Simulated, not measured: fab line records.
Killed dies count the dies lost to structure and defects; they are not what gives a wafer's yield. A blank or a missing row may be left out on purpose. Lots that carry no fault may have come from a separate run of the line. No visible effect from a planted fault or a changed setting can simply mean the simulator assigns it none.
Chamber matching    flow n5_finfet    4 sister chambers for N5_SD_EPI_P_ETCH_36 on rie_diel-02
The step etches SiARC in CF4, target depth 45.5 nm, time 75.8 s. 4 wafers are shown with their chamber, then 9 later ones without.

## WAFERS WITH THEIR CHAMBER
wafer   chamber  showerhead_plenum_p_Torr (Torr)
L081.6  1        2.21
L085.2  3        2.10
L085.3  0        2.05
L085.5  2        2.20

## WAFERS WITH NO CHAMBER GIVEN
wafer   showerhead_plenum_p_Torr (Torr)
L093.2  2.20
L093.3  2.20
L093.6  2.20
L095.4  2.19
L095.5  2.10
L095.6  2.19
L097.2  2.05
L097.3  2.19
L097.6  2.19

## EACH ONE'S CHAMBER
wafer   from the rows above      in truth
L093.2  can't be placed: 2 or 1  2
L093.3  can't be placed: 2 or 1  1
L093.6  can't be placed: 2 or 1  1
L095.4  can't be placed: 2 or 1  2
L095.5  3                        3
L095.6  can't be placed: 2 or 1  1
L097.2  0                        0
L097.3  can't be placed: 2 or 1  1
L097.6  can't be placed: 2 or 1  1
Placed correctly: 2 of 9. Cannot be placed on the basis of these rows: 7; the candidates contain the true chamber in 7. Wrongly placed: 0.
How it was worked out, from the rows above alone: a wafer's distance from a chamber is the root of the sum, over the readings, of the square of ((its reading less the chamber's mean) divided by the reading's scatter). The wafer belongs to the nearest chamber; if the next one is less than 2 further off, it can't be placed. For every chamber, the mean is computed from those of its wafers that are shown. The scatter: with one shown wafer a chamber, the root of the mean of the squares of how far each hidden wafer lies from its nearest shown one.
